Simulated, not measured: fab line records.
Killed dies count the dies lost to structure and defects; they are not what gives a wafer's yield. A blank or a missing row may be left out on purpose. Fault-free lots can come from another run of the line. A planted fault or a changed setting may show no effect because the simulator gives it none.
Lot-split experiment ; flow n5_finfet ; 39 wafers read from 7 lots, route of 1938 steps

## SPLIT DETAILS
At N5_BEOL_M6_ALD_77 (deposits TaN, target thk 2 nm, pulse time 2 s, purge time 3 s), the setting ald_cycles was moved away from the recipe's 40 on 18 of the 39 wafers read, by -35.0% to +55.0%. For the rest of the wafers, this setting stayed at what the recipe calls for.

The reading comes from the split's own step.

## THE READING
TaN_of_BEOL_M6_ALD_77.thk_nm (the simulator's own value, which no gauge read), in nm, at N5_BEOL_M6_ALD_77 (deposits TaN, target thk 2 nm, pulse time 2 s, purge time 3 s). The file gives no usual value for it.

wafer;tool, chamber at the split;ald_cycles as run;against the recipe;TaN_of_BEOL_M6_ALD_77.thk_nm, nm;against lot-mates on the recipe
L079.1;ald_metal-02, 1,2,3;26;-35.0%;1.2;-0.8
L079.2;ald_metal-02, 1,2,3;26;-35.0%;1.2;-0.8
L079.3;ald_metal-02, 1,2,3;26;-35.0%;1.2;-0.8
L079.4;ald_metal-02, 0,3,2;40;recipe;2;-
L079.5;ald_metal-02, 0,3,2;40;recipe;2;-
L079.6;ald_metal-02, 0,3,2;40;recipe;2;-
L085.1;ald_metal-02, 0,3,2;40;recipe;2;-
L085.3;ald_metal-02, 0,3,2;40;recipe;2;-
L085.4;ald_metal-02, 0,3,2;40;recipe;2;-
L085.2;ald_metal-02, 1,3,0;61;+52.5%;3;+1.0
L085.5;ald_metal-02, 1,3,0;61;+52.5%;3;+1.0
L085.6;ald_metal-02, 1,3,0;61;+52.5%;3;+1.0
L088.1;ald_metal-01, 0,3;30;-25.0%;1.4;-0.6
L088.5;ald_metal-01, 0,3;30;-25.0%;1.4;-0.6
L088.2;ald_metal-01, 3,2,0;40;recipe;2;-
L088.3;ald_metal-01, 3,2,0;40;recipe;2;-
L088.6;ald_metal-01, 3,2,0;40;recipe;2;-
L088.4;ald_metal-01, 1;30;-25.0%;1.6;-0.4
L089.1;ald_metal-03, 2,2,1;53;+32.5%;2.6;+0.6
L089.5;ald_metal-03, 2,2,1;53;+32.5%;2.6;+0.6
L089.6;ald_metal-03, 2,2,1;53;+32.5%;2.6;+0.6
L089.2;ald_metal-03, 0,3,1;40;recipe;2;-
L089.3;ald_metal-03, 0,3,1;40;recipe;2;-
L089.4;ald_metal-03, 0,3,1;40;recipe;2;-
L094.1;ald_metal-01, 1,3;62;+55.0%;3.2;+1.2
L094.5;ald_metal-01, 1,3;62;+55.0%;3.2;+1.2
L094.2;ald_metal-01, 0,2,3;40;recipe;2;-
L094.3;ald_metal-01, 0,2,3;40;recipe;2;-
L094.4;ald_metal-01, 0,2,3;40;recipe;2;-
L094.6;ald_metal-01, 2;62;+55.0%;3;+1.0
L097.1;ald_metal-02, 2,1,2;27;-32.5%;1.4;-0.6
L097.3;ald_metal-02, 2,1,2;27;-32.5%;1.4;-0.6
L097.5;ald_metal-02, 2,1,2;27;-32.5%;1.4;-0.6
L097.2;ald_metal-02, 0,3,1;40;recipe;2;-
L097.4;ald_metal-02, 0,3,1;40;recipe;2;-
L097.6;ald_metal-02, 0,3,1;40;recipe;2;-
L096.4;ald_metal-03, 0,1,0;40;recipe;2;-
L096.5;ald_metal-03, 0,1,0;40;recipe;2;-
L096.6;ald_metal-03, 0,1,0;40;recipe;2;-
The file does not say which wafer passed through which chamber wherever a row lists several chambers: such a row stands for several wafers.

FIT RESULTS
A straight line over all 39 wafers: TaN_of_BEOL_M6_ALD_77.thk_nm changes by +0.0201 nm for each +1% of ald_cycles; r = +1.00; the points scatter about the line by 0.054 nm.
The same after taking each lot's own level away (the mean of its wafers on the recipe; 39 wafers): +0.0201 nm for each +1%; r = +1.00; scatter 0.054 nm.
According to that fit, moving ald_cycles by its largest amount changes the reading by 1.1 nm.
The lots' own levels span 2.00 to 2.00 nm.
Consequently the slope shifts little with the lot-to-lot level, the two slopes agreeing.
Check: for one of the wafers moved furthest among these (+55.0%), held out of the fit, the line's prediction against its lot-mates is +1.08 nm. It came out at +1.2 nm against them.

## FURTHER SPLITS ON THESE WAFERS
Before the reading, these wafers also passed through other splits. Each is held against what the fit with the lots' levels taken away leaves over:
other split on the same wafers;wafers away from the commonest value;r with TaN_of_BEOL_M6_ALD_77.thk_nm (lot level and that fit taken away)
N5_FIN_SAQP_ETCH_65 time_s;12;+0.49
N5_STI_FIN_REVEAL_ETCHBACK_08 time_s;12;+0.15
N5_HKMG_FIN_ALD_72 ald_cycles;15;+0.03
N5_BEOL_M1_ETCH_64 time_s;15;-0.09
N5_BEOL_M3_PECVD_72 time_s;12;+0.09
N5_BEOL_M4_DESCUM_33 time_s;15;-0.27
N5_BEOL_M5_DEP_56 target_thk_a;6;-0.12

## FILE'S OWN FIT
TaN_of_BEOL_M6_ALD_77.thk_nm changes by +0.02 nm for each +1% of ald_cycles, r = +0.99.
